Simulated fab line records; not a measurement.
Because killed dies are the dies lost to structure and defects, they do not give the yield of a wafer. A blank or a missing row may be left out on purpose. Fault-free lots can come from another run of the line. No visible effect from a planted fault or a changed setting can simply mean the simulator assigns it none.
Which tool did it?    flow nand_harc    Sampling: 6 lots, 16 wafers, 5 of 1159 route steps

## WHAT THE GAUGES SHOWED, per wafer
NHARC_END_SORT_01.
lot   measured      on         killed_at_array
L163  day 20 16:10  prober-01  669 25
L169  day 21 11:22  prober-02  675 675

## TOOL THAT RAN EACH LOT (tool first, then ch and the chambers of the sampled wafers, then the start)
lot   NHARC_A_CONTACT_STRIP_82                       NHARC_A_CONTACT_ETCH_136              NHARC_A_CONTACT_ETCH_138              NHARC_A_CONTACT_ALD_18
L163  rie_diel-09 ch 0,3, day 18 10:24 or earlier    har_cap_etch-02 ch 0,1, day 18 10:24  har_cap_etch-02 ch 0,1, day 18 10:38  ald_metal-01 ch 1,2, day 18 12:31
L169  rie_diel-02 ch 1,2, day 19 10:39 or earlier    har_cap_etch-03 ch 0,1, day 19 10:39  har_cap_etch-03 ch 0,1, day 19 10:54  ald_metal-01 ch 2,3, day 19 12:35
L170  rie_diel-09 ch 1,2, day 20 07:04 or earlier    har_cap_etch-03 ch 0,1, day 20 07:04  har_cap_etch-03 ch 0,1, day 20 07:19  ald_metal-02 ch 1,2,3, day 20 09:06
L175  rie_diel-07 ch 1,2,3, day 21 11:59 or earlier  har_cap_etch-03 ch 0,1, day 21 11:59  har_cap_etch-03 ch 0,1, day 21 12:14  ald_metal-02 ch 0,2,3, day 21 14:10
L177  rie_diel-09 ch 0,1,3, day 21 17:37 or earlier  har_cap_etch-03 ch 1, day 21 17:37    har_cap_etch-03 ch 1, day 21 17:52    ald_metal-01 ch 0,2,3, day 21 19:40
L180  rie_diel-09 ch 0,1,2, day 22 09:44 or earlier  har_cap_etch-02 ch 0,1, day 22 09:44  har_cap_etch-02 ch 0,1, day 22 09:59  ald_metal-01 ch 0,2,3, day 22 11:44
- NHARC_A_CONTACT_STRIP_82: strips in O2.
- NHARC_A_CONTACT_ETCH_136: etches the open film in C4F8/O2/Ar, time 132 s, target depth 1287 nm.
- NHARC_A_CONTACT_ETCH_138: etches the open film in C4F8/O2/Ar, time 132 s, target depth 1289 nm.
- NHARC_A_CONTACT_ALD_18: deposits TiN, target thk 3 nm, pulse time 1 s, ald cycles 150.

## THE ANSWER, worked out from the rows above alone
Rule: the lots themselves supply what counts as usual. The widest of any qualifying gaps counts: lots, ordered by their means at a reading, are off when they make up no more than a third of the lots, leave a main group of 4 or more, and stand apart from it by 3 or more times the standard deviation of that group's means. A main group whose means are all the same, to the digits that the tables above print for the reading, isn't used. Also off: a lot with no number at a reading for which 4 or more lots have one. The other lots that the step has rows for count as sound.
Across all readings shown, no lot is off: no conclusion can be drawn from this.

## WHAT THE SIMULATOR HAD INSERTED
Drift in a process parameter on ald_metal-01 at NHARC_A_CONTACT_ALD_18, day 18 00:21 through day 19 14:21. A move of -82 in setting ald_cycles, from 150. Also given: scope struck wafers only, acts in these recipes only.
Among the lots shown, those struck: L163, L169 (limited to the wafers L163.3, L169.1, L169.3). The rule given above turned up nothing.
